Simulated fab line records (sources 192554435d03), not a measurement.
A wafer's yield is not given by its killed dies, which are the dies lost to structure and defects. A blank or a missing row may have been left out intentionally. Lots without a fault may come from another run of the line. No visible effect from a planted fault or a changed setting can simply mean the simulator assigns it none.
Matching of chambers :: flow n5 finfet :: N5_DUMMY_GATE_ETCH_29 on rie diel-06 has 4 sister chambers
The step etches underlayer in N2/H2, target depth 13 nm. 15 wafers are shown with their chamber, then 7 later ones without.

## EACH WAFER AND ITS CHAMBER
wafer: L811.2
chamber: 0
drypump motor current A (A): 5.85
oes product au (a.u.): 0.78
showerhead plenum p Torr (Torr): 2.54

wafer: L811.3
chamber: 1
drypump motor current A (A): 5.93
oes product au (a.u.): 0.76
showerhead plenum p Torr (Torr): 2.67

wafer: L811.6
chamber: 2
drypump motor current A (A): 5.55
oes product au (a.u.): 0.72
showerhead plenum p Torr (Torr): 2.55

wafer: L815.1
chamber: 1
drypump motor current A (A): 5.95
oes product au (a.u.): 0.77
showerhead plenum p Torr (Torr): 2.66

wafer: L815.2
chamber: 0
drypump motor current A (A): 5.83
oes product au (a.u.): 0.76
showerhead plenum p Torr (Torr): 2.54

wafer: L815.4
chamber: 3
drypump motor current A (A): 5.78
oes product au (a.u.): 0.98
showerhead plenum p Torr (Torr): 2.61

wafer: L816.2
chamber: 3
drypump motor current A (A): 5.77
oes product au (a.u.): 0.98
showerhead plenum p Torr (Torr): 2.61

wafer: L816.3
chamber: 1
drypump motor current A (A): 5.94
oes product au (a.u.): 0.76
showerhead plenum p Torr (Torr): 2.66

wafer: L816.6
chamber: 3
drypump motor current A (A): 5.78
oes product au (a.u.): 0.97
showerhead plenum p Torr (Torr): 2.61

wafer: L820.1
chamber: 1
drypump motor current A (A): 5.93
oes product au (a.u.): 0.76
showerhead plenum p Torr (Torr): 2.66

wafer: L820.2
chamber: 3
drypump motor current A (A): 5.79
oes product au (a.u.): 0.95
showerhead plenum p Torr (Torr): 2.60

wafer: L820.4
chamber: 2
drypump motor current A (A): 5.54
oes product au (a.u.): 0.71
showerhead plenum p Torr (Torr): 2.54

wafer: L822.2
chamber: 1
drypump motor current A (A): 5.96
oes product au (a.u.): 0.76
showerhead plenum p Torr (Torr): 2.66

wafer: L822.3
chamber: 3
drypump motor current A (A): 5.77
oes product au (a.u.): 0.95
showerhead plenum p Torr (Torr): 2.60

wafer: L822.4
chamber: 0
drypump motor current A (A): 5.85
oes product au (a.u.): 0.76
showerhead plenum p Torr (Torr): 2.53

SIGNATURES, as means of the wafers listed above
reading: drypump motor current A
chamber 0: 5.8433
chamber 1: 5.9420
chamber 2: 5.5450
chamber 3: 5.7780
scatter within a chamber: 0.0108

reading: oes product au
chamber 0: 0.7667
chamber 1: 0.7620
chamber 2: 0.7150
chamber 3: 0.9660
scatter within a chamber: 0.0109

reading: showerhead plenum p Torr
chamber 0: 2.5367
chamber 1: 2.6620
chamber 2: 2.5450
chamber 3: 2.6060
scatter within a chamber: 0.00537
Rule: a wafer's distance from a chamber is the root of the sum, over the readings, of the square of ((its reading less the chamber's mean) divided by the reading's scatter). If the next closest chamber is less than 2 further off than the closest, the wafer can't be placed; otherwise it belongs to the closest. The scatter: take each reading less its chamber's mean, square it, sum over the shown wafers, divide by the number of wafers less the number of chambers, and take the root.

## WAFERS WITH NO CHAMBER GIVEN
wafer: L821.1
drypump motor current A (A): 5.52
oes product au (a.u.): 0.70
showerhead plenum p Torr (Torr): 2.54

wafer: L821.4
drypump motor current A (A): 5.86
oes product au (a.u.): 0.74
showerhead plenum p Torr (Torr): 2.53

wafer: L821.5
drypump motor current A (A): 5.90
oes product au (a.u.): 0.75
showerhead plenum p Torr (Torr): 2.66

wafer: L826.4
drypump motor current A (A): 5.76
oes product au (a.u.): 0.93
showerhead plenum p Torr (Torr): 2.60

wafer: L826.6
drypump motor current A (A): 5.53
oes product au (a.u.): 0.69
showerhead plenum p Torr (Torr): 2.53

wafer: L828.1
drypump motor current A (A): 5.92
oes product au (a.u.): 0.75
showerhead plenum p Torr (Torr): 2.65

wafer: L828.2
drypump motor current A (A): 5.83
oes product au (a.u.): 0.73
showerhead plenum p Torr (Torr): 2.53

## THE CHAMBER EACH PASSED THROUGH
wafer: L821.1
from the rows above: 2
in truth: 2

wafer: L821.4
from the rows above: 0
in truth: 0

wafer: L821.5
from the rows above: 1
in truth: 1

wafer: L826.4
from the rows above: 3
in truth: 3

wafer: L826.6
from the rows above: 2
in truth: 2

wafer: L828.1
from the rows above: 1
in truth: 1

wafer: L828.2
from the rows above: 0
in truth: 0
Correct placement for 7 of the 7. Left unplaced by these rows: 0. Placed wrongly: 0.
